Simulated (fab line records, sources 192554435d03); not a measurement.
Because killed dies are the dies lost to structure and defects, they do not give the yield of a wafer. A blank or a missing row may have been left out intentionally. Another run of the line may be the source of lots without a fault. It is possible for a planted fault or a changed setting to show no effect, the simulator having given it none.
A single fault, viewed from 2 desks || flow n5_finfet || each desk has only its own numbers; what lay behind them comes last

AT THE TOOL OWNER'S DESK: pecvd-01
The tool's own readings at N5_BEOL_M12_ILD_DEP_00 (deposits SiOC from DEMS/O2, target thk 658.92 nm, time 130.7 s): means of the sampled wafers that have a number, for each lot that ran on this tool. Any lot whose mean is over 4 standard deviations away from the usual mean is out of limits and marked OUT; that distance is given in the brackets.
Columns: A = chamber_pressure_Torr at N5_BEOL_M12_ILD_DEP_00, usual 5.000 Torr; B = heater_power_w at N5_BEOL_M12_ILD_DEP_00, usual 463 W; C = run_length_s at N5_BEOL_M12_ILD_DEP_00, usual 175.1 s; D = showerhead_plenum_p_Torr at N5_BEOL_M12_ILD_DEP_00, usual 5.694 Torr; E = susceptor_temp_C at N5_BEOL_M12_ILD_DEP_00, usual 350.02 C; F = throttle_valve_pct at N5_BEOL_M12_ILD_DEP_00, usual 12.1 %
{"lot": "L759", "first seen here": "day 13 09:52", "A": 4.979, "B": 461, "C": 175.3, "D": 5.689, "E": 349.94, "F": 13.2}
{"lot": "L764", "first seen here": "day 14 06:53", "A": 4.999, "B": 448, "C": 174.9, "D": 5.693, "E": 350.16, "F": 12.8}
{"lot": "L767", "first seen here": "day 14 22:10", "A": 4.992, "B": 451, "C": "161.9 (-26) OUT", "D": 5.694, "E": 350.11, "F": 12.4}
{"lot": "L768", "first seen here": "day 15 08:49", "A": 4.997, "B": 448, "C": "162.1 (-26) OUT", "D": 5.696, "E": 350.19, "F": 12.5}
{"lot": "L778", "first seen here": "day 18 18:23", "A": 4.996, "B": 448, "C": 175.2, "D": 5.699, "E": 349.92, "F": 12.4}
This desk finds L767, L768 out of limits, L767 being first, at day 14 22:10 (run_length_s at N5_BEOL_M12_ILD_DEP_00). L759, L764, L778: within limits.

AT THE METROLOGY DESK
What the gauges read, lot by lot, whatever tool the lot ran on: means of the sampled wafers that have a number. Any lot whose mean is over 4 standard deviations away from the usual mean is out of limits and marked OUT; that distance is given in the brackets.
Columns: A = M12_ILD_THK at N5_BEOL_M12_THK_MEAS_01, usual 658 nm
{"lot": "L756", "first seen here": "day 12 21:53", "A": 658}
{"lot": "L759", "first seen here": "day 13 09:59", "A": 661}
{"lot": "L760", "first seen here": "day 13 16:20", "A": 671}
{"lot": "L764", "first seen here": "day 14 07:01", "A": 661}
{"lot": "L767", "first seen here": "day 14 22:17", "A": "597 (-8.4) OUT"}
{"lot": "L768", "first seen here": "day 15 08:54", "A": "594 (-8.7) OUT"}
{"lot": "L775", "first seen here": "day 16 21:02", "A": 654}
{"lot": "L777", "first seen here": "day 18 00:01", "A": 656}
{"lot": "L778", "first seen here": "day 18 18:31", "A": 658}
This desk's result: L767, L768 out of limits, first on L767 (M12_ILD_THK at N5_BEOL_M12_THK_MEAS_01), day 14 22:17. L756, L759, L760, L764, L775, L777, L778: within limits.

PUT TOGETHER
On L767, L768, at day 14 22:10, an alarm was possible from the tool owner's desk.
An alarm was possible from the metrology desk at day 14 22:17, on L767, L768.
Of the lots named, all ran N5_BEOL_M12_ILD_DEP_00 on pecvd-01.

WHAT WAS PUT IN BY THE SIMULATOR
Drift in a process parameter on pecvd-01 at N5_BEOL_M12_ILD_DEP_00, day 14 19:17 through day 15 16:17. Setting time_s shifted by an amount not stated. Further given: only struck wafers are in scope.
Struck lots among those shown: L767, L768.
Hours from the fault's start to each desk's first reading out of limits: the tool owner's desk, 3; the metrology desk, 3.
